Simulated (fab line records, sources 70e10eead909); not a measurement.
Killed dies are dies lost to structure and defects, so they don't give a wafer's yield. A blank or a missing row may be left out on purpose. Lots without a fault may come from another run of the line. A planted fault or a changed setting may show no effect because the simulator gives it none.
A struck lot beside a sound one | flow nand_harc | 14 steps out of a route of 1159
Sound: wafers L405.1, L405.3, L405.6. Struck: wafers L416.2, L416.4, L416.5. The cause comes at the end.
At each step with rows: each side's tool, then ch and its chambers, then its first start. Under that, the readings that differ: sound wafers | struck wafers | difference of the means | sigmas: that difference in standard deviations of wafers without a fault.
alike: readings whose means differ by less than 2 such deviations, and words and numbers that are the same on both sides. not compared: withheld readings, readings that some wafer has no value for, bounds like >300 that may hide the same value, and numbers for which the record gives no deviation and whose values overlap.
The two part at a step that has a row with sigmas, a row that says differs or no value, or rows on one side only. Numbers that don't overlap but have no deviation are shown without sigmas and don't part them. A reading that every wafer of one side lacks parts them only if that side has two wafers or more.

NHARC_A_CONTACT_ETCH_49: etches the open film in N2/H2, target depth 260 nm, time 475.3 s.
  sound on rie_diel-08 ch 0,2; struck on rie_diel-05 ch 1,3
  alike: bias_w, chamber_pressure_mTorr, drypump_motor_current_A, oes_product_au, rf_vpp_V, showerhead_plenum_p_Torr, throttle_valve_pct
  not compared: rf_hours_counter_h
then, 1 step without rows for these wafers: NHARC_A_CONTACT_ETCH_50 (etches the open film in CF4/CHF3, target depth 84.7 nm, time 42.4 s).
NHARC_A_CONTACT_ETCH_51: etches the open film in O2/COS, target depth 3600 nm, time 936 s.
  sound on rie_diel-08 ch 0,3; struck on rie_diel-05 ch 0,3
  alike: bias_w, chamber_pressure_mTorr, drypump_motor_current_A, oes_product_au, rf_vpp_V, showerhead_plenum_p_Torr, throttle_valve_pct
  not compared: rf_hours_counter_h
then, 1 step without rows for these wafers: NHARC_A_CONTACT_ETCH_111 (etches the open film in C4F8/O2/Ar, time 140 s, target depth 700 nm).
NHARC_A_CONTACT_ETCH_112: etches the open film in C4F8/O2/Ar, time 94 s, target depth 922 nm.
  sound on har_cap_etch-01 ch 0,1, day 17 15:25; struck on har_cap_etch-03 ch 0,1, day 20 08:32
  alike: chamber_pressure_mTorr, oes_air_line_au
  not compared: rf_hours_counter_h
then, 3 steps without rows for these wafers: NHARC_A_CONTACT_ETCH_113 (etches the open film in C4F8/O2/Ar, time 94 s, target depth 922 nm); NHARC_A_CONTACT_ETCH_114 (etches the open film in C4F8/O2/Ar, time 94 s, target depth 922 nm); NHARC_A_CONTACT_ETCH_115 (etches the open film in C4F8/O2/Ar, time 94 s, target depth 922 nm).
NHARC_A_CONTACT_ETCH_116: etches the open film in C4F8/O2/Ar, time 94 s, target depth 922 nm.
  sound on har_cap_etch-01 ch 0,1, day 17 15:47; struck on har_cap_etch-03 ch 0,1, day 20 08:54
  alike: chamber_pressure_mTorr, oes_air_line_au
  not compared: rf_hours_counter_h
NHARC_A_CONTACT_ETCH_117: etches the open film in C4F8/O2/Ar, time 94 s, target depth 922 nm.
  sound on har_cap_etch-01 ch 0,1, day 17 15:52; struck on har_cap_etch-03 ch 0,1, day 20 08:59
  alike: chamber_pressure_mTorr, oes_air_line_au
  not compared: rf_hours_counter_h
then, 2 steps without rows for these wafers: NHARC_A_CONTACT_ETCH_118 (etches the open film in C4F8/O2/Ar, time 94 s, target depth 922 nm); NHARC_A_CONTACT_ETCH_119 (etches the open film in C4F8/O2/Ar, time 94 s, target depth 922 nm).
NHARC_A_CONTACT_ETCH_120: etches the open film in C4F8/O2/Ar, time 94 s, target depth 922 nm.
  sound on har_cap_etch-01 ch 0,1, day 17 16:08; struck on har_cap_etch-03 ch 0,1, day 20 09:16
  no value came back on the struck wafers for chamber_pressure_mTorr (mTorr), oes_air_line_au (a.u.); on the sound wafers chamber_pressure_mTorr (mTorr) reads 20.020 19.996 19.997
  not compared: rf_hours_counter_h
then, 1 step without rows for these wafers: NHARC_A_CONTACT_ETCH_121 (etches the open film in C4F8/O2/Ar, time 94 s, target depth 922 nm).

WHERE THEY PART
Only at NHARC_A_CONTACT_ETCH_120, within this record.

WHY: what the simulator had put in
Skipped step whole: har_cap_etch-03, from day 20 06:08 on, at NHARC_A_CONTACT_ETCH_120. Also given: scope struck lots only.
